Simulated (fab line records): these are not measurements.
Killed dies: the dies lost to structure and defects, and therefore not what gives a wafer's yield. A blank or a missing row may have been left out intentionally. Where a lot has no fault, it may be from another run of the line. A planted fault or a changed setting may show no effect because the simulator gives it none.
fab line records	flow nandHarc
record: lots: 24	wafers: 72	lastDay: 33
route steps=1302 shown A_ONON_D1@437 A_CHANNEL_HOLE_D1@464 A_ONON_D2@569 A_CHANNEL_HOLE_D2@592
lots that met no fault: from a run of the same line without faults
startH: start of the lot's first displayed wafer, in hours after the record's first day	waitH: how many hours have passed since the lot's step before this one	" the same as in the row above	L1.1+2: several wafers, shown together as one row	- value missing, or start not given	* or withheld: withheld	< > ~ a bound
route shown NAME@n: NAME is a module with steps in the file, n the number in the route of the first one	usual: mean and standard deviation over wafers with no fault	same: alike in all rows	chamber/n: place in a boat	sites: per-site readings	_std_site: their standard deviation	_edge_site: inner sites' mean taken away from outer sites' mean	radiusMm: for every site, how far away it sits from the centre of the wafer	mask NAME#n: copy n	behind: the last tool/chamber to shape the wafer	hold: cause of the lot's hold/its duration in hours/its outcome	device: whichever transistor did not switch (one of n, p or np)	end of line: tests run on the same wafers once the route is complete	a step with no rows: only its recipe	killed: the dies lost at the first sort to structure and to defects; this is not the yield of the wafer	map: a wafer's dies, x killed, . not, _ none there
set.NAME: the setting that was run; set.NAME@STEP: the one run at that earlier step	model.NAME: the simulator's own value behind a step, which no gauge read
steps of the route over a sample of lots; a table a step, a row a wafer
services: from which hour (startH, from the record's first day; less than 0 if before it) a tool's chamber was out of use, for how many hours, and why
== steps ==
step: NHARC_A_ONON_D1_THK_MEAS_18
recipe: thkMeasGauge: ellipsometry
usual: thkNm: 998/11
lot.wafer	tool	chamber	startH	waitH	thkNm
L074.1	filmMetro-01	-	171.80	-	988
L074.4	"	-	"	"	987
L074.6	"	-	"	"	989
L075.3	filmMetro-01	-	181.53	-	992
L075.4	"	-	"	"	990
L075.5	"	-	"	"	989
L076.3	filmMetro-01	-	193.33	-	1003
L076.5	"	-	"	"	1003
L076.6	"	-	"	"	1003
L077.2	filmMetro-02	-	211.37	-	1010
L077.3	"	-	"	"	1012
L077.4	"	-	"	"	1010
L078.3	filmMetro-01	-	211.37	-	1007
L078.4	"	-	"	"	1005
L078.6	"	-	"	"	1005
L079.3	filmMetro-02	-	225.17	-	1017
L079.4	"	-	"	"	1020
L079.5	"	-	"	"	1018
L080.1	filmMetro-02	-	231.13	-	999
L080.5	"	-	"	"	1001
L080.6	"	-	"	"	999
L081.2	filmMetro-02	-	242.10	-	1005
L081.4	"	-	"	"	1006
L081.5	"	-	"	"	1004
L083.1	filmMetro-01	-	252.99	-	992
L083.4	"	-	"	"	993
L083.5	"	-	"	"	993
L082.3	filmMetro-02	-	252.99	-	988
L082.4	"	-	"	"	989
L082.6	"	-	"	"	988
L084.2	filmMetro-01	-	266.60	-	1002
L084.3	"	-	"	"	1001
L084.5	"	-	"	"	1004
L085.1	filmMetro-01	-	280.72	-	987
L085.3	"	-	"	"	988
L085.4	"	-	"	"	987
L086.1	filmMetro-02	-	291.01	-	983
L086.3	"	-	"	"	984
L086.4	"	-	"	"	984
L088.2	filmMetro-01	-	316.70	-	979
L088.3	"	-	"	"	981
L088.6	"	-	"	"	977
L089.2	filmMetro-02	-	316.71	-	998
L089.3	"	-	"	"	1000
L089.6	"	-	"	"	999
L087.1	filmMetro-01	-	316.74	-	997
L087.2	"	-	"	"	999
L087.4	"	-	"	"	999
L090.1	filmMetro-01	-	333.09	-	1016
L090.3	"	-	"	"	1015
L090.5	"	-	"	"	1014
L091.1	filmMetro-02	-	344.44	-	996
L091.3	"	-	"	"	995
L091.6	"	-	"	"	996
L092.1	filmMetro-01	-	353.61	-	1006
L092.2	"	-	"	"	1008
L092.3	"	-	"	"	1006
L093.1	filmMetro-02	-	359.92	-	1000
L093.4	"	-	"	"	1002
L093.5	"	-	"	"	1001
L094.1	filmMetro-02	-	369.55	-	997
L094.4	"	-	"	"	998
L094.6	"	-	"	"	998
L095.1	filmMetro-01	-	381.62	-	985
L095.3	"	-	"	"	985
L095.5	"	-	"	"	984
L096.3	filmMetro-01	-	386.46	-	1014
L096.4	"	-	"	"	1012
L096.5	"	-	"	"	1013
L097.1	filmMetro-01	-	406.17	-	985
L097.4	"	-	"	"	986
L097.5	"	-	"	"	985
step: NHARC_A_CHANNEL_HOLE_D1_INSPECT_12
usual: rawDefectCount: 6.2/2.7
lot.wafer	tool	chamber	startH	waitH	rawDefectCount
L074.1	defectInspect-01	-	178.45	0.0	6
L074.4	"	-	"	"	5
L074.6	"	-	"	"	7
L075.3	defectInspect-02	-	187.16	0.0	3
L075.4	"	-	"	"	4
L075.5	"	-	"	"	5
L076.3	defectInspect-02	-	199.87	0.0	5
L076.5	"	-	"	"	5
L076.6	"	-	"	"	7
L078.3	defectInspect-01	-	217.02	0.0	6
L078.4	"	-	"	"	4
L078.6	"	-	"	"	9
L077.2	defectInspect-02	-	217.17	0.0	6
L077.3	"	-	"	"	1
L077.4	"	-	"	"	8
L079.3	defectInspect-01	-	230.80	0.0	6
L079.4	"	-	"	"	13
L079.5	"	-	"	"	4
L080.1	defectInspect-02	-	239.29	0.0	5
L080.5	"	-	"	"	3
L080.6	"	-	"	"	3
L081.2	defectInspect-02	-	251.39	0.1	9
L081.4	"	-	"	"	5
L081.5	"	-	"	"	12
L083.1	defectInspect-02	-	263.52	0.0	6
L083.4	"	-	"	"	2
L083.5	"	-	"	"	5
L082.3	defectInspect-02	-	265.47	0.0	7
L082.4	"	-	"	"	7
L082.6	"	-	"	"	5
L084.2	defectInspect-02	-	275.43	0.0	7
L084.3	"	-	"	"	6
L084.5	"	-	"	"	16
L085.1	defectInspect-01	-	287.89	0.0	9
L085.3	"	-	"	"	4
L085.4	"	-	"	"	3
L086.1	defectInspect-02	-	297.50	0.0	4
L086.3	"	-	"	"	4
L086.4	"	-	"	"	8
L088.2	defectInspect-02	-	322.34	0.0	4
L088.3	"	-	"	"	5
L088.6	"	-	"	"	5
L089.2	defectInspect-01	-	323.18	0.0	3
L089.3	"	-	"	"	3
L089.6	"	-	"	"	12
L087.1	defectInspect-01	-	323.68	0.0	8
L087.2	"	-	"	"	9
L087.4	"	-	"	"	5
L090.1	defectInspect-01	-	338.79	0.0	7
L090.3	"	-	"	"	5
L090.5	"	-	"	"	16
L091.1	defectInspect-02	-	350.12	0.0	7
L091.3	"	-	"	"	8
L091.6	"	-	"	"	4
L092.1	defectInspect-02	-	359.27	0.0	6
L092.2	"	-	"	"	5
L092.3	"	-	"	"	6
L093.1	defectInspect-02	-	368.51	0.0	3
L093.4	"	-	"	"	7
L093.5	"	-	"	"	5
L094.1	defectInspect-02	-	382.00	0.0	5
L094.4	"	-	"	"	6
L094.6	"	-	"	"	8
L095.1	defectInspect-02	-	389.24	0.0	3
L095.3	"	-	"	"	4
L095.5	"	-	"	"	5
L096.3	defectInspect-01	-	395.68	0.0	6
L096.4	"	-	"	"	5
L096.5	"	-	"	"	6
L097.1	defectInspect-02	-	416.43	0.0	5
L097.4	"	-	"	"	7
L097.5	"	-	"	"	5
step: NHARC_A_CHANNEL_HOLE_D1_ETCH_24
recipe: biasV: 5000	sourceW: withheld	pressureMtorr: 20	timeS: 906.2	arFlowSccm: 375	c4f8FlowSccm: 93.8	o2FlowSccm: 31.2	tempC: -20	targetDepthA: 15000	chemistry: C4F8/O2/Ar
usual: drypumpMotorCurrentA: 5.7/0.51	showerheadPlenumPTorr: 3.60/0.096	throttleValvePct: 32.236/0.0094
lot.wafer	tool	chamber	startH	waitH	drypumpMotorCurrentA	rfHoursCounterH	showerheadPlenumPTorr	throttleValvePct
L074.1	harEtch-01	0	181.82	0.6	6.4	90	3.56	32.223
L074.4	"	0	"	"	6.3	-	3.56	32.226
L074.6	"	1	"	"	5.1	-	3.70	32.235
L075.4	harEtch-01	0	190.81	0.6	6.4	-	3.56	32.227
L075.3	"	1	"	"	5.1	-	3.70	32.237
L075.5	"	0	"	"	6.4	-	3.56	32.250
L076.3	harEtch-02	1	203.70	0.6	5.8	-	3.50	32.240
L076.6	"	1	"	"	5.8	-	3.50	32.238
L076.5	"	0	"	"	5.7	-	3.71	32.250
L078.4	harEtch-02	1	222.98	0.6	5.8	-	3.49	32.244
L078.3	"	0	"	"	5.7	-	3.71	32.246
L078.6	"	1	"	"	5.8	-	3.49	32.230
L077.2	harEtch-01	0	226.45	0.6	6.4	113	3.55	32.237
L077.3	"	0	"	"	6.4	-	3.55	32.237
L077.4	"	1	"	"	5.2	-	3.69	32.240
L079.4	harEtch-01	1	234.84	0.6	5.1	-	3.69	32.234
L079.3	"	0	"	"	6.4	-	3.55	32.228
L079.5	"	1	"	"	5.1	-	3.69	32.239
L080.1	harEtch-01	0	244.81	0.6	6.4	125	3.55	32.243
L080.5	"	0	"	"	6.4	-	3.55	32.209
L080.6	"	1	"	"	5.1	-	3.68	32.247
L081.2	harEtch-01	0	254.98	0.6	6.4	129	3.54	32.242
L081.4	"	0	"	"	6.4	-	3.54	32.242
L081.5	"	1	"	"	5.1	-	3.68	32.227
L083.1	harEtch-02	0	267.61	0.6	5.7	346	3.69	32.230
L083.4	"	0	"	"	5.7	-	3.69	32.249
L083.5	"	1	"	"	5.8	-	3.48	32.235
L082.4	harEtch-01	0	269.07	0.6	6.4	-	3.54	32.237
L082.3	"	1	"	"	5.1	-	3.68	32.249
L082.6	"	0	"	"	6.4	-	3.54	32.237
L084.2	harEtch-01	0	278.93	0.6	6.4	144	3.54	32.239
L084.3	"	0	"	"	6.4	-	3.54	32.237
L084.5	"	1	"	"	5.1	-	3.67	32.220
L085.1	harEtch-02	0	291.26	0.6	5.7	357	3.68	32.236
L085.3	"	0	"	"	5.7	-	3.68	32.243
L085.4	"	1	"	"	5.8	-	3.47	32.249
L086.1	harEtch-01	0	301.09	0.6	6.3	156	3.53	32.223
L086.3	"	0	"	"	6.4	-	3.53	32.237
L086.4	"	1	"	"	5.1	-	3.67	32.244
L088.2	harEtch-02	1	325.85	0.6	5.8	369	3.47	32.246
L088.3	"	0	"	"	5.7	-	3.68	32.237
L088.6	"	0	"	"	5.7	-	3.68	32.258
L089.2	harEtch-01	1	326.90	0.6	5.1	163	3.66	32.238
L089.3	"	0	"	"	6.4	-	3.53	32.230
L089.6	"	0	"	"	6.4	-	3.53	32.225
L087.2	harEtch-02	1	329.89	0.6	5.8	373	3.47	32.248
L087.1	"	0	"	"	5.7	373	3.68	32.236
L087.4	"	1	"	"	5.8	-	3.47	32.250
L090.1	harEtch-01	0	346.48	0.6	6.4	182	3.52	32.251
L090.3	"	1	"	"	5.1	-	3.65	32.240
L090.5	"	0	"	"	6.4	-	3.52	32.224
L091.1	harEtch-01	0	353.62	0.6	6.3	186	3.51	32.234
L091.3	"	1	"	"	5.1	-	3.65	32.229
L091.6	"	1	"	"	5.1	-	3.65	32.217
L092.1	harEtch-02	0	365.69	0.6	5.7	403	3.66	32.233
L092.2	"	1	"	"	5.8	403	3.45	32.230
L092.3	"	0	"	"	5.7	-	3.66	32.245
L093.1	harEtch-01	0	372.04	0.6	6.4	197	3.51	32.240
L093.4	"	0	"	"	6.4	-	3.51	32.240
L093.5	"	0	"	"	6.4	-	3.51	32.257
L094.1	harEtch-01	0	387.37	0.6	6.4	209	3.50	32.219
L094.4	"	0	"	"	6.3	-	3.50	32.219
L094.6	"	1	"	"	5.1	-	3.64	32.250
L095.1	harEtch-01	1	395.62	0.6	5.1	217	3.63	32.223
L095.3	"	0	"	"	6.4	-	3.50	32.238
L095.5	"	1	"	"	5.1	-	3.64	32.217
L096.3	harEtch-02	1	399.30	0.6	5.8	-	3.93	32.218
L096.4	"	0	"	"	5.7	-	3.66	32.244
L096.5	"	1	"	"	5.8	-	3.93	32.229
L097.1	harEtch-01	1	421.31	0.6	5.1	232	3.63	32.239
L097.4	"	0	"	"	6.4	-	3.49	32.229
L097.5	"	1	"	"	5.2	-	3.63	32.237
step: NHARC_A_CHANNEL_HOLE_D1_ETCH_26
recipe: biasV: 300	sourceW: 2000	pressureMtorr: 30	timeS: 224.1	arFlowSccm: 375	c4f8FlowSccm: 11.4	o2FlowSccm: 113.6	tempC: -20	targetDepthA: 3000	chemistry: C4F8/O2/Ar
usual: drypumpMotorCurrentA: 5.7/0.51	showerheadPlenumPTorr: 3.65/0.1	throttleValvePct: 24.584/0.0094
lot.wafer	tool	chamber	startH	waitH	drypumpMotorCurrentA	rfHoursCounterH	showerheadPlenumPTorr	throttleValvePct
L074.1	harEtch-01	0	183.47	0.7	6.4	92	3.61	24.588
L074.4	"	0	"	"	6.4	-	3.61	24.575
L074.6	"	1	"	"	5.1	-	3.75	24.566
L075.4	harEtch-01	0	192.26	0.5	6.3	-	3.60	24.576
L075.3	"	1	"	"	5.2	-	3.75	24.593
L075.5	"	0	"	"	6.4	-	3.60	24.577
L076.3	harEtch-02	1	205.15	0.5	5.8	-	3.54	24.588
L076.6	"	1	"	"	5.8	-	3.54	24.577
L076.5	"	0	"	"	5.7	-	3.76	24.577
L078.4	harEtch-02	1	224.46	0.5	5.8	-	3.53	24.589
L078.3	"	0	"	"	5.7	-	3.76	24.602
L078.6	"	1	"	"	5.8	-	3.53	24.575
L077.2	harEtch-01	0	228.11	0.8	6.4	115	3.59	24.569
L077.3	"	0	"	"	6.4	-	3.59	24.567
L077.4	"	1	"	"	5.1	-	3.74	24.571
L079.4	harEtch-01	1	236.31	0.5	5.1	-	3.74	24.583
L079.3	"	0	"	"	6.4	-	3.59	24.584
L079.5	"	1	"	"	5.1	-	3.74	24.596
L080.1	harEtch-01	0	246.47	0.7	6.4	126	3.59	24.582
L080.5	"	0	"	"	6.4	-	3.59	24.576
L080.6	"	1	"	"	5.1	-	3.73	24.588
L081.2	harEtch-01	0	256.53	0.6	6.4	130	3.59	24.599
L081.4	"	0	"	"	6.4	-	3.59	24.584
L081.5	"	1	"	"	5.1	-	3.73	24.584
L083.1	harEtch-02	0	269.24	0.7	5.7	347	3.74	24.588
L083.4	"	0	"	"	5.7	-	3.74	24.588
L083.5	"	1	"	"	5.8	-	3.52	24.595
L082.4	harEtch-01	0	270.53	0.5	6.4	-	3.58	24.582
L082.3	"	1	"	"	5.1	-	3.73	24.585
L082.6	"	0	"	"	6.4	-	3.58	24.577
L084.2	harEtch-01	0	280.48	0.6	6.4	146	3.58	24.590
L084.3	"	0	"	"	6.4	-	3.58	24.597
L084.5	"	1	"	"	5.1	-	3.72	24.574
L085.1	harEtch-02	0	292.91	0.7	5.7	359	3.73	24.580
L085.3	"	0	"	"	5.7	-	3.73	24.577
L085.4	"	1	"	"	5.8	-	3.51	24.579
L086.1	harEtch-01	0	302.73	0.7	6.4	157	3.57	24.595
L086.3	"	0	"	"	6.4	-	3.57	24.595
L086.4	"	1	"	"	5.1	-	3.72	24.576
L088.2	harEtch-02	1	327.40	0.6	5.8	370	3.51	24.574
L088.3	"	0	"	"	5.7	-	3.73	24.584
L088.6	"	0	"	"	5.7	-	3.73	24.556
L089.2	harEtch-01	1	328.46	0.6	5.1	165	3.71	24.576
L089.3	"	0	"	"	6.4	-	3.57	24.569
L089.6	"	0	"	"	6.4	-	3.57	24.592
L087.2	harEtch-02	1	331.54	0.7	5.8	374	3.50	24.590
L087.1	"	0	"	"	5.7	374	3.72	24.575
L087.4	"	1	"	"	5.8	-	3.50	24.562
L090.1	harEtch-01	0	348.13	0.7	6.4	184	3.56	24.584
L090.3	"	1	"	"	5.1	-	3.70	24.580
L090.5	"	0	"	"	6.4	-	3.56	24.590
L091.1	harEtch-01	0	355.17	0.6	6.4	187	3.55	24.589
L091.3	"	1	"	"	5.1	-	3.70	24.578
L091.6	"	1	"	"	5.1	-	3.70	24.583
L092.1	harEtch-02	0	367.32	0.7	5.7	404	3.71	24.586
L092.2	"	1	"	"	5.8	404	3.49	24.586
L092.3	"	0	"	"	5.7	-	3.71	24.616
L093.1	harEtch-01	0	373.58	0.6	6.4	199	3.55	24.584
L093.4	"	0	"	"	6.4	-	3.55	24.595
L093.5	"	0	"	"	6.4	-	3.55	24.588
L094.1	harEtch-01	0	388.94	0.6	6.4	211	3.54	24.579
L094.4	"	0	"	"	6.4	-	3.54	24.580
L094.6	"	1	"	"	5.1	-	3.69	24.596
L095.1	harEtch-01	1	397.26	0.7	5.1	218	3.68	24.570
L095.3	"	0	"	"	6.3	-	3.54	24.586
L095.5	"	1	"	"	5.1	-	3.68	24.586
L096.3	harEtch-02	1	400.76	0.5	5.8	-	3.99	24.594
L096.4	"	0	"	"	5.7	-	3.70	24.587
L096.5	"	1	"	"	5.8	-	3.99	24.584
L097.1	harEtch-01	1	422.87	0.6	5.1	234	3.67	24.595
L097.4	"	0	"	"	6.3	-	3.53	24.580
L097.5	"	1	"	"	5.1	-	3.67	24.573
step: NHARC_A_ONON_D2_INSPECT_32
usual: rawDefectCount: 420/140
lot.wafer	tool	chamber	startH	waitH	rawDefectCount
L074.1	defectInspect-01	-	286.56	0.0	244
L074.4	"	-	"	"	240
L074.6	"	-	"	"	336
L075.3	defectInspect-01	-	293.56	0.0	332
L075.4	"	-	"	"	444
L075.5	"	-	"	"	513
L076.3	defectInspect-01	-	309.40	0.0	975
L076.5	"	-	"	"	495
L076.6	"	-	"	"	629
L078.3	defectInspect-01	-	327.31	0.0	616
L078.4	"	-	"	"	373
L078.6	"	-	"	"	248
L077.2	defectInspect-01	-	327.38	0.0	365
L077.3	"	-	"	"	201
L077.4	"	-	"	"	292
L079.3	defectInspect-01	-	331.95	0.0	182
L079.4	"	-	"	"	202
L079.5	"	-	"	"	176
L080.1	defectInspect-02	-	343.37	0.0	352
L080.5	"	-	"	"	387
L080.6	"	-	"	"	607
L081.2	defectInspect-02	-	355.91	0.0	272
L081.4	"	-	"	"	302
L081.5	"	-	"	"	427
L083.1	defectInspect-02	-	368.89	0.0	648
L083.4	"	-	"	"	654
L083.5	"	-	"	"	619
L082.3	defectInspect-01	-	368.89	0.0	421
L082.4	"	-	"	"	420
L082.6	"	-	"	"	292
L084.2	defectInspect-02	-	378.76	0.0	376
L084.3	"	-	"	"	348
L084.5	"	-	"	"	728
L085.1	defectInspect-01	-	397.19	0.0	529
L085.3	"	-	"	"	887
L085.4	"	-	"	"	445
L086.1	defectInspect-02	-	405.49	0.1	251
L086.3	"	-	"	"	306
L086.4	"	-	"	"	273
L088.2	defectInspect-01	-	427.19	0.0	547
L088.3	"	-	"	"	433
L088.6	"	-	"	"	573
L089.2	defectInspect-01	-	427.22	0.0	501
L089.3	"	-	"	"	546
L089.6	"	-	"	"	258
L087.1	defectInspect-01	-	427.22	0.0	498
L087.2	"	-	"	"	399
L087.4	"	-	"	"	537
L090.1	defectInspect-01	-	451.13	0.0	309
L090.3	"	-	"	"	356
L090.5	"	-	"	"	546
L091.1	defectInspect-01	-	459.51	0.0	481
L091.3	"	-	"	"	508
L091.6	"	-	"	"	383
L092.1	defectInspect-02	-	468.62	0.0	451
L092.2	"	-	"	"	473
L092.3	"	-	"	"	513
L093.1	defectInspect-02	-	479.03	0.0	355
L093.4	"	-	"	"	214
L093.5	"	-	"	"	412
L094.1	defectInspect-01	-	494.12	0.0	594
L094.4	"	-	"	"	385
L094.6	"	-	"	"	610
L096.3	defectInspect-02	-	497.79	0.0	426
L096.4	"	-	"	"	257
L096.5	"	-	"	"	674
L095.1	defectInspect-01	-	497.81	0.0	431
L095.3	"	-	"	"	318
L095.5	"	-	"	"	367
L097.1	defectInspect-01	-	532.22	0.0	372
L097.4	"	-	"	"	290
L097.5	"	-	"	"	265
step: NHARC_A_CHANNEL_HOLE_D2_ETCH_20
recipe: biasV: 3000	sourceW: withheld	pressureMtorr: 20	timeS: 361.9	arFlowSccm: 375	c4f8FlowSccm: 89.3	o2FlowSccm: 35.7	tempC: -20	targetDepthA: 16000	chemistry: C4F8/O2/Ar
usual: drypumpMotorCurrentA: 5.7/0.4	showerheadPlenumPTorr: 3.65/0.14	throttleValvePct: 32.154/0.0091
lot.wafer	tool	chamber	startH	waitH	drypumpMotorCurrentA	rfHoursCounterH	showerheadPlenumPTorr	throttleValvePct
L074.1	harEtch-01	1	290.75	0.1	5.1	150	3.68	32.152
L074.4	"	0	"	"	6.4	-	3.54	32.144
L074.6	"	1	"	"	5.1	-	3.68	32.174
L075.4	harEtch-02	1	297.95	0.2	5.8	-	3.48	32.160
L075.3	"	0	"	"	5.7	-	3.69	32.129
L075.5	"	0	"	"	5.7	-	3.69	32.141
L076.3	harEtch-02	1	313.71	0.2	5.8	-	3.48	32.151
L076.5	"	1	"	"	5.8	-	3.48	32.140
L076.6	"	0	"	"	5.7	-	3.69	32.158
L078.3	harEtch-02	0	335.90	0.2	5.7	-	3.68	32.175
L078.4	"	1	"	"	5.8	-	3.47	32.151
L078.6	"	1	"	"	5.8	-	3.47	32.176
L077.2	harEtch-01	0	336.46	0.1	6.4	172	3.53	32.139
L077.4	"	0	"	"	6.4	-	3.53	32.141
L077.3	"	1	"	"	5.1	-	3.66	32.156
L079.3	harEtch-02	1	340.09	0.2	5.8	-	3.47	32.143
L079.4	"	0	"	"	5.7	-	3.68	32.152
L079.5	"	1	"	"	5.8	-	3.47	32.149
L080.1	harEtch-02	1	348.04	0.1	5.8	390	3.46	32.144
L080.6	"	0	"	"	5.7	-	3.67	32.150
L080.5	"	1	"	"	5.8	-	3.46	32.154
L081.2	harEtch-01	1	360.39	0.1	5.1	191	3.65	32.148
L081.4	"	1	"	"	5.1	-	3.65	32.156
L081.5	"	0	"	"	6.4	-	3.52	32.153
L083.1	harEtch-01	0	376.42	0.1	6.4	199	3.51	32.157
L083.4	"	1	"	"	5.1	-	3.65	32.148
L083.5	"	0	"	"	6.3	-	3.51	32.154
L082.4	harEtch-01	1	380.71	0.2	5.1	-	3.65	32.147
L082.3	"	0	"	"	6.3	-	3.51	32.148
L082.6	"	0	"	"	6.4	-	3.51	32.153
L084.2	harEtch-01	1	389.41	0.1	5.1	211	3.64	32.163
L084.3	"	0	"	"	6.4	-	3.51	32.158
L084.5	"	1	"	"	5.1	-	3.64	32.148
L085.1	harEtch-01	1	402.70	0.1	5.1	219	3.64	32.149
L085.3	"	0	"	"	6.3	-	3.50	32.139
L085.4	"	1	"	"	5.1	-	3.64	32.149
L086.1	harEtch-02	0	409.64	0.1	5.7	4	3.66	32.156
L086.4	"	1	"	"	5.8	-	3.93	32.158
L086.3	"	0	"	"	5.7	-	3.66	32.157
L088.2	harEtch-01	1	432.31	0.1	5.1	234	3.63	32.151
L088.3	"	1	"	"	5.1	-	3.63	32.149
L088.6	"	1	"	"	5.1	-	3.63	32.161
L089.2	harEtch-02	0	433.37	0.1	5.7	19	3.65	32.154
L089.3	"	0	"	"	5.7	-	3.65	32.152
L089.6	"	0	"	"	5.7	-	3.65	32.154
L087.1	harEtch-01	0	436.41	0.1	6.4	238	3.49	32.155
L087.2	"	1	"	"	5.1	238	3.63	32.168
L087.4	"	0	"	"	6.4	-	3.49	32.158
L090.1	harEtch-02	1	455.35	0.1	5.8	31	3.92	32.149
L090.3	"	1	"	"	5.8	-	3.92	32.148
L090.5	"	0	"	"	5.7	-	3.64	32.176
L091.1	harEtch-02	0	465.91	0.1	5.7	38	3.64	32.151
L091.3	"	0	"	"	5.7	-	3.64	32.141
L091.6	"	0	"	"	5.7	-	3.64	32.161
L092.2	harEtch-02	0	476.06	0.1	5.7	46	3.64	32.163
L092.1	"	1	"	"	5.8	46	3.91	32.160
L092.3	"	0	"	"	5.7	-	3.64	32.166
L093.1	harEtch-02	0	483.25	0.1	5.7	50	3.63	32.144
L093.4	"	0	"	"	5.7	-	3.63	32.165
L093.5	"	1	"	"	5.8	-	3.90	32.152
L094.1	harEtch-02	1	498.15	0.1	5.8	54	3.90	32.144
L094.4	"	1	"	"	5.8	-	3.90	32.159
L094.6	"	1	"	"	5.8	-	3.90	32.162
L096.4	harEtch-02	1	506.24	0.2	5.8	-	3.90	32.162
L096.3	"	0	"	"	5.7	-	3.63	32.146
L096.5	"	1	"	"	5.8	-	3.90	32.161
L095.1	harEtch-01	1	509.66	0.1	5.1	279	3.61	32.139
L095.3	"	1	"	"	5.1	-	3.61	32.161
L095.5	"	1	"	"	5.1	-	3.61	32.172
L097.1	harEtch-02	0	536.95	0.1	5.7	81	3.62	32.141
L097.4	"	1	"	"	5.8	-	3.89	32.156
L097.5	"	1	"	"	5.8	-	3.89	32.169
== services ==
tool	chamber	startH	hours	kind
harEtch-01	-	357.29	2.0	repair
harEtch-02	-	377.75	17.0	pm
harEtch-02	0	377.75	17.0	ventCycle
harEtch-02	1	377.75	17.0	ventCycle
harEtch-02	0	394.75	-	clean
harEtch-02	0	394.75	-	consumableReplace:focusRing
harEtch-02	1	394.75	-	clean
harEtch-02	1	394.75	-	consumableReplace:focusRing
harEtch-02	1	394.75	-	consumableReplace:showerhead
== key ==
fault none
